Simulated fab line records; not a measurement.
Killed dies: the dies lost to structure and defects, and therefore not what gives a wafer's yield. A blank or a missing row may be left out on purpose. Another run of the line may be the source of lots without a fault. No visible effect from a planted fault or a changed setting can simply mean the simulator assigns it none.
fab line records ; flow nandHarc
record lots=11; wafers=33; lastDay=31
route steps=1302 shown P_M1@317 P_M2@333 P_BONDPAD@351 END@1302
lots that met no fault: taken from a fault-free run of the same line
startH: start of the lot's first displayed wafer, in hours after the record's first day ; waitH: how many hours have passed since the lot's step before this one ; " as in the row above ; L1.1+2: several wafers, shown together as one row ; - no value, or no start was given ; * or withheld: withheld ; < > ~ a bound
route shown NAME@n: names a module that has steps shown in the file, with the first one's number in the route ; usual: the fault-free wafers' mean and standard deviation ; same: alike in all rows ; chamber/n: place in a boat ; sites: the reading at each site ; _std_site: their standard deviation ; _edge_site: inner sites' mean taken away from outer sites' mean ; radiusMm: for every site, how far away it sits from the centre of the wafer ; mask NAME#n: copy n ; behind: the most recent tool/chamber to have shaped the wafer ; hold: why the lot went on hold/how many hours it stayed there/how the hold came to an end ; device: the n, p or np transistor that did not switch ; end of line: tests run on the same wafers once the route is complete ; where a step has no rows: the recipe by itself ; killed: the dies lost at the first sort to structure and to defects; this is not the yield of the wafer ; map: per-die view of a wafer (x killed, . not killed, _ where there is no die)
set.NAME: the setting as run; set.NAME@STEP: as run at that earlier step ; model.NAME: the simulator's own value behind a step, which no gauge read
route steps across a sampled set of lots; one table per step, one row per wafer
services: when a tool's chamber went out of use (startH, in hours from the record's first day, below 0 if earlier), for how many hours, and the reason
## steps
# step NHARC_P_M1_DEP_33
# recipe targetThkA=300; tempC=370; targetThkNm=30; pressureTorr=3; flowSccm=200; rfW=450; material=SiCN
# usual heaterPowerW=551/79
lot.wafer;tool;chamber;startH;waitH;heaterPowerW
L605.2;pecvd-01;2;144.61;0.1;448
L605.4;pecvd-01;2;144.61;0.1;452
L605.5;pecvd-01;0;144.61;0.1;545
L604.2;pecvd-03;2;145.09;0.1;656
L604.3;pecvd-03;0;145.09;0.1;628
L604.5;pecvd-03;2;145.09;0.1;651
L607.3;pecvd-01;1;167.59;0.1;675
L607.1;pecvd-01;2;167.59;0.1;479
L607.4;pecvd-01;0;167.59;0.1;592
L609.3;pecvd-01;2;185.76;0.1;497
L609.1;pecvd-01;1;185.76;0.1;686
L609.5;pecvd-01;0;185.76;0.1;497
L611.3;pecvd-03;1;204.25;0.1;591
L611.1;pecvd-03;2;204.25;0.1;723
L611.6;pecvd-03;1;204.25;0.1;618
L610.3;pecvd-02;1;204.79;0.1;401
L610.1;pecvd-02;0;204.79;0.1;565
L610.4;pecvd-02;1;204.79;0.1;417
L612.1;pecvd-03;0;218.94;0.1;636
L612.4;pecvd-03;0;218.94;0.1;631
L612.6;pecvd-03;1;218.94;0.1;573
L614.2;pecvd-01;1;236.09;0.1;644
L614.3;pecvd-01;2;236.09;0.1;465
L614.1;pecvd-01;0;236.09;0.1;609
L615.3;pecvd-03;1;245.83;0.1;575
L615.4;pecvd-03;2;245.83;0.1;589
L615.6;pecvd-03;1;245.83;0.1;587
L616.2;pecvd-02;0;259.18;0.1;509
L616.5;pecvd-02;0;259.18;0.1;509
L616.6;pecvd-02;2;259.18;0.1;489
L621.2;pecvd-02;2;305.60;0.1;453
L621.4;pecvd-02;0;305.60;0.1;516
L621.6;pecvd-02;2;305.60;0.1;440
# step NHARC_P_M2_ETCH_15
# recipe targetDepthA=1825; timeS=91.2; c4f8FlowSccm=withheld; arFlowSccm=400; rfW=600; biasW=300; chemistry=C4F8/Ar
# usual chamberPressureMTorr=24.998/0.021; oesProductAu=0.931/0.018; rfVppV=440.1/2.6
lot.wafer;tool;chamber;startH;waitH;chamberPressureMTorr;oesProductAu;rfHoursCounterH;rfVppV
L605.4;rieDiel-02;0;-;-;24.999;0.930;6.2;442.7
L605.2;rieDiel-02;1;-;-;25.003;0.913;7.2;443.9
L605.5;rieDiel-02;0;-;-;24.999;0.926;-;442.3
L604.2;rieDiel-04;2;-;-;24.974;0.925;6.4;439.4
L604.3;rieDiel-04;1;-;-;25.011;0.922;6.6;436.8
L604.5;rieDiel-04;1;-;-;24.978;0.921;-;437.3
L607.1;rieDiel-02;2;-;-;24.984;0.917;7.2;439.7
L607.3;rieDiel-02;0;-;-;24.988;0.931;7.1;442.8
L607.4;rieDiel-02;1;-;-;25.015;0.915;8.5;444.4
L609.1;rieDiel-04;2;-;-;24.999;0.962;0.0;439.5
L609.3;rieDiel-04;1;-;-;25.022;0.962;0.0;435.9
L609.5;rieDiel-04;3;-;-;24.987;0.976;-;438.0
L611.1;rieDiel-04;3;-;-;25.015;0.980;0.4;440.0
L611.3;rieDiel-04;0;-;-;25.034;0.982;0.4;441.4
L611.6;rieDiel-04;1;-;-;25.005;0.963;-;435.6
L610.1;rieDiel-13;0;-;-;25.006;0.911;1.6;442.8
L610.3;rieDiel-13;1;-;-;24.999;0.922;1.6;441.8
L610.4;rieDiel-13;2;-;-;24.993;0.919;-;437.2
L612.4;rieDiel-13;1;-;-;25.032;0.919;1.8;441.5
L612.1;rieDiel-13;0;-;-;24.996;0.912;1.9;441.6
L612.6;rieDiel-13;2;-;-;25.005;0.921;-;437.2
L614.3;rieDiel-13;3;-;-;25.009;0.924;3.6;439.1
L614.2;rieDiel-13;0;-;-;25.015;0.925;3.0;444.3
L614.1;rieDiel-13;1;-;-;24.939;0.927;2.8;442.7
L615.4;rieDiel-02;0;-;-;24.987;0.927;0.8;440.9
L615.3;rieDiel-02;3;-;-;25.051;0.932;0.8;437.7
L615.6;rieDiel-02;0;-;-;25.015;0.928;-;442.7
L616.2;rieDiel-04;0;-;-;25.005;0.928;5.6;441.1
L616.5;rieDiel-04;1;-;-;24.995;0.932;-;436.7
L616.6;rieDiel-04;2;-;-;25.033;0.928;-;437.4
L621.2;rieDiel-04;3;-;-;25.011;0.936;6.4;440.3
L621.4;rieDiel-04;1;-;-;24.944;0.931;7.4;436.4
L621.6;rieDiel-04;0;-;-;24.997;0.936;-;442.7
# step NHARC_P_M2_ETCH_28
# recipe targetDepthA=300; overEtchFrac=0.3; timeS=72.99; ionEnergyEv=150; cf4FlowSccm=50; n2FlowSccm=100; arFlowSccm=150; rfW=300; biasW=100; chemistry=CF4/N2
# usual chamberPressureMTorr=30.000/0.029; drypumpMotorCurrentA=5.9/0.35; oesProductAu=1.001/0.0074; rfVppV=313.5/1.9; showerheadPlenumPTorr=2.59/0.1; throttleValvePct=19.793/0.0085
lot.wafer;tool;chamber;startH;waitH;chamberPressureMTorr;drypumpMotorCurrentA;oesProductAu;rfHoursCounterH;rfVppV;showerheadPlenumPTorr;throttleValvePct
L605.4;rieDiel-13;1;-;-;30.033;6.1;1.003;9.3;315.5;2.65;19.808
L605.2;rieDiel-13;2;-;-;29.947;5.2;0.994;8.6;312.5;2.47;19.768
L605.5;rieDiel-13;0;-;-;29.983;5.9;1.003;-;316.3;2.71;19.797
L604.3;rieDiel-04;3;-;-;30.084;5.7;1.005;7.2;313.9;2.55;19.801
L604.2;rieDiel-04;2;-;-;29.968;6.4;0.997;6.5;312.8;2.56;19.792
L604.5;rieDiel-04;2;-;-;29.996;6.3;1.008;-;313.3;2.56;19.778
L607.3;rieDiel-02;2;-;-;30.021;5.7;0.997;7.3;312.2;2.59;19.797
L607.4;rieDiel-02;3;-;-;29.966;5.4;0.987;7.9;311.6;2.48;19.790
L607.1;rieDiel-02;0;-;-;30.018;6.3;1.007;7.1;314.8;2.70;19.792
L609.1;rieDiel-13;0;-;-;30.038;5.9;0.995;0.7;315.7;2.71;19.786
L609.3;rieDiel-13;3;-;-;29.981;6.2;0.994;1.2;312.4;2.55;19.795
L609.5;rieDiel-13;1;-;-;29.984;6.1;1.000;-;315.2;2.65;19.797
L611.1;rieDiel-04;2;-;-;30.040;6.4;0.993;0.5;311.6;2.56;19.803
L611.3;rieDiel-04;1;-;-;30.018;5.6;1.006;0.5;309.4;2.45;19.776
L611.6;rieDiel-04;2;-;-;29.984;6.3;1.001;-;314.8;2.56;19.792
L610.4;rieDiel-04;0;-;-;29.990;5.7;1.009;0.6;315.0;2.63;19.799
L610.3;rieDiel-04;1;-;-;30.010;5.6;1.009;0.6;311.5;2.45;19.779
L610.1;rieDiel-04;2;-;-;30.029;6.4;1.008;0.6;313.4;2.56;19.780
L612.1;rieDiel-13;0;-;-;29.995;5.9;0.993;2.0;315.2;2.71;19.783
L612.4;rieDiel-13;2;-;-;30.020;5.2;0.997;2.3;311.9;2.46;19.811
L612.6;rieDiel-13;1;-;-;30.014;6.1;1.004;-;315.1;2.65;19.789
L614.1;rieDiel-04;1;-;-;29.933;5.6;1.000;3.0;311.6;2.45;19.793
L614.2;rieDiel-04;2;-;-;30.015;6.3;1.002;2.8;313.9;2.56;19.808
L614.3;rieDiel-04;3;-;-;29.974;5.7;1.001;2.4;312.3;2.55;19.804
L615.4;rieDiel-13;3;-;-;29.953;6.2;1.015;3.9;313.0;2.55;19.792
L615.3;rieDiel-13;0;-;-;29.968;5.9;0.995;3.2;314.0;2.71;19.788
L615.6;rieDiel-13;1;-;-;29.993;6.1;1.002;-;315.8;2.65;19.806
L616.2;rieDiel-13;3;-;-;30.007;6.2;0.996;5.3;314.5;2.55;19.784
L616.6;rieDiel-13;2;-;-;29.975;5.2;0.999;-;311.0;2.46;19.792
L616.5;rieDiel-13;3;-;-;29.973;6.2;0.997;-;312.6;2.55;19.798
L621.4;rieDiel-04;1;-;-;30.043;5.6;0.996;7.4;310.8;2.45;19.806
L621.2;rieDiel-04;3;-;-;29.989;5.8;1.000;6.5;312.0;2.55;19.792
L621.6;rieDiel-04;1;-;-;30.003;5.6;1.010;-;311.8;2.45;19.787
# step NHARC_P_BONDPAD_DEP_00
# recipe targetThkA=2500; tempC=370; targetThkNm=250; pressureTorr=3; flowSccm=200; rfW=450; material=SiCN
# usual heaterPowerW=555/70
lot.wafer;tool;chamber;startH;waitH;heaterPowerW
L605.2;pecvd-02;2;149.89;-;569
L605.5;pecvd-02;2;149.89;-;591
L605.4;pecvd-02;0;149.89;-;548
L604.2;pecvd-03;1;150.04;-;606
L604.3;pecvd-03;0;150.04;-;599
L604.5;pecvd-03;0;150.04;-;597
L607.3;pecvd-01;0;172.15;-;552
L607.1;pecvd-01;1;172.15;-;665
L607.4;pecvd-01;1;172.15;-;694
L609.3;pecvd-02;2;190.19;-;466
L609.1;pecvd-02;0;190.19;-;585
L609.5;pecvd-02;0;190.19;-;457
L611.1;pecvd-02;2;208.78;-;589
L611.3;pecvd-02;1;208.78;-;503
L611.6;pecvd-02;1;208.78;-;372
L610.1;pecvd-01;2;209.42;-;508
L610.3;pecvd-01;0;209.42;-;490
L610.4;pecvd-01;0;209.42;-;508
L612.1;pecvd-03;1;223.48;-;539
L612.4;pecvd-03;1;223.48;-;563
L612.6;pecvd-03;2;223.48;-;616
L614.1;pecvd-02;1;240.65;-;520
L614.2;pecvd-02;2;240.65;-;524
L614.3;pecvd-02;0;240.65;-;488
L615.3;pecvd-01;0;250.59;-;525
L615.4;pecvd-01;0;250.59;-;519
L615.6;pecvd-01;1;250.59;-;668
L615.3;pecvd-01;0;251.19;-;529
L615.4;pecvd-01;0;251.19;-;529
L615.6;pecvd-01;1;251.19;-;659
L616.2;pecvd-01;0;263.85;-;528
L616.6;pecvd-01;2;263.85;-;474
L616.5;pecvd-01;0;263.85;-;551
L616.2;pecvd-01;0;264.44;-;530
L616.6;pecvd-01;2;264.44;-;486
L616.5;pecvd-01;0;264.44;-;532
L621.2;pecvd-01;1;309.96;-;639
L621.4;pecvd-01;2;309.96;-;500
L621.6;pecvd-01;0;309.96;-;509
# step NHARC_END_SORT_01
# recipe tempC=25
# usual defectLimitedYield=91.7/2.8; killedAtArray=52/19; killedAtOther=0.8/1; killedAtPeriphery=3.7/2.5; killedDies=56/19; killedOpen=3.5/2; killedShort=2.2/1.4; sort_bin_2_pct=2.9/1.2; sort_bin_3_pct=0.6/0.36; sort_bin_4_pct=4.8/1.6; sortNPass=621/19; sortRimYieldPct=92/3.9; sortYieldPct=91.7/2.8
# same grossDies=677; sort_bin_5_pct[%]=0; sort_bin_6_pct[%]=0; sort_bin_7_pct[%]=0; sort_bin_8_pct[%]=0; sortRimNGross=106.00
lot.wafer;tool;chamber;startH;waitH;defectLimitedYield[%];killedAtArray;killedAtOther;killedAtPeriphery;killedDies;killedOpen;killedShort;sort_bin_2_pct[%];sort_bin_3_pct[%];sort_bin_4_pct[%];sortNPass;sortRimYieldPct[%];sortYieldPct[%]
L614.1;prober-02;0;664.67;2.5;91.1;58;0;2;60;5;3;2.8;1.0;5.0;617;95;91.1
L614.2;prober-02;0;665.48;2.8;94.5;36;0;1;37;3;0;1.6;0.3;3.5;640;99;94.5
L614.3;prober-02;0;666.29;3.1;91.3;54;1;4;59;5;2;3.4;0.7;4.6;618;92;91.3
# killed by level:class
L614.1 A_SLIT:chamberFilmFlake=32 A_CHANNEL_HOLE_D1:chamberFilmFlake=10 A_CONTACT:chamberFilmFlake=5 A_STAIRCASE:chamberFilmFlake=4 P_GATE:geometricParticle:open=1 P_CONTACT:geometricParticle:short=1 A_ONON_D1:geometricParticle:short=1 A_ONON_D2:geometricParticle:open=1
L614.2 A_SLIT:chamberFilmFlake=25 A_CHANNEL_HOLE_D1:chamberFilmFlake=3 A_STAIRCASE:chamberFilmFlake=3 A_CONTACT:chamberFilmFlake=2 A_DECK1_JOINT:geometricParticle:open=1 A_ONON_D2:geometricParticle:open=1 A_CHANNEL_FILL_D2:geometricParticle:open=1 P_GATE:chamberFilmFlake=1
L614.3 A_SLIT:chamberFilmFlake=23 A_CONTACT:chamberFilmFlake=10 A_STAIRCASE:chamberFilmFlake=7 P_ZERO_WELL:chamberFilmFlake=2 A_CHANNEL_HOLE_D1:chamberFilmFlake=2 A_CHANNEL_HOLE_D2:chamberFilmFlake=2 A_SGD_CUT:chamberFilmFlake=2 P_GATE:geometricParticle:open=1
## services
tool;chamber;startH;hours;kind
pecvd-02;-;128.49;1.2;repair
pecvd-01;-;130.36;13.0;pm
pecvd-01;0;130.36;13.0;ventCycle
rieDiel-04;0;136.40;21.9;repair
pecvd-03;-;146.65;1.3;repair
pecvd-01;-;148.28;1.9;repair
rieDiel-04;-;148.52;0.3;repair
pecvd-01;-;157.65;0.9;repair
rieDiel-13;-;165.00;9.0;pm
rieDiel-02;-;166.78;1.2;repair
rieDiel-04;-;177.90;9.0;pm
pecvd-03;-;185.13;13.0;pm
rieDiel-13;3;203.33;7.7;repair
rieDiel-02;-;205.43;1.9;repair
rieDiel-02;-;216.70;9.0;pm
rieDiel-04;3;225.27;8.1;repair
pecvd-02;-;227.19;13.0;pm
rieDiel-04;2;266.46;4.8;repair
pecvd-03;1;275.86;7.8;repair
rieDiel-13;-;284.62;0.1;repair
rieDiel-04;0;296.28;1.6;repair
rieDiel-04;-;299.33;2.6;repair
rieDiel-04;-;302.68;0.5;repair
rieDiel-02;-;308.85;0.6;repair
## key
firstSign step=NHARC_P_BONDPAD_DEP_00; reading=visit; direction=added
effect none on later readings
metAt NHARC_P_BONDPAD_DEP_00
struckLots L615,L616
notActingAt NHARC_P_M1_DEP_33,NHARC_P_M2_ETCH_15,NHARC_P_M2_ETCH_28
fault kind=repeatedStepWhole; tool=pecvd-01,pecvd-02,pecvd-03; chamber=-; onsetH=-; steps=NHARC_P_BONDPAD_DEP_00; times=1; scope=struckLotsOnly
